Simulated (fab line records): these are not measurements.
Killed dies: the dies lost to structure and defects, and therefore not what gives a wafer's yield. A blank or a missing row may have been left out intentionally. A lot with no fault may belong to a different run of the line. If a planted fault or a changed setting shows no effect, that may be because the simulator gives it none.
Chamber matching | flow nand harc | 4 sister chambers for NHARC_A_SGD_CUT_CMP_21 on cmp-03
The step polishes, target thk 148.19 nm. 7 wafers are shown with their chamber, then 7 later ones without.

== WAFERS WITH THEIR CHAMBER ==
wafer  | chamber | motor current A (A) | time to endpoint s (s)
L075.1 | 2       | 10.8                | 53.3
L079.5 | 3       | 11.7                | 54.2
L079.6 | 0       | 11.4                | 51.3
L084.1 | 3       | 11.7                | 51.7
L084.5 | 1       | 9.7                 | 46.5
L085.1 | 1       | 9.4                 | 46.6
L085.2 | 0       | 11.3                | 48.9

== WAFERS MISSING THEIR CHAMBER ==
wafer  | motor current A (A) | time to endpoint s (s)
L085.6 | 11.8                | 50.9
L090.1 | 10.9                | 51.9
L090.3 | 11.8                | 54.7
L090.5 | 11.9                | 52.4
L093.1 | 11.4                | 51.0
L093.4 | 12.2                | 52.5
L093.6 | 11.9                | 50.8

== CHAMBER TAKEN BY EACH ==
wafer  | from the rows above     | in truth
L085.6 | can't be placed: 3 or 0 | 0
L090.1 | 2                       | 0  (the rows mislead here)
L090.3 | 3                       | 3
L090.5 | 3                       | 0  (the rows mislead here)
L093.1 | can't be placed: 0 or 3 | 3
L093.4 | 3                       | 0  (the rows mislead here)
L093.6 | 3                       | 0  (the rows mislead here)
Correct placement for 1 of the 7. Can't be placed from these rows: 2 (the true chamber is among the candidates in 2). Number placed wrongly: 4.
How it was worked out, from the rows above alone: a wafer's distance from a chamber is the root of the sum, over the readings, of the square of ((its reading less the chamber's mean) divided by the reading's scatter). If the next closest chamber is less than 2 further off than the closest, the wafer can't be placed; otherwise it belongs to the closest. Each chamber's mean is taken over the wafers shown for it. The scatter is the square root of a quotient: the sum, over the shown wafers, of each reading's squared deviation from its chamber's mean, divided by wafers minus chambers.
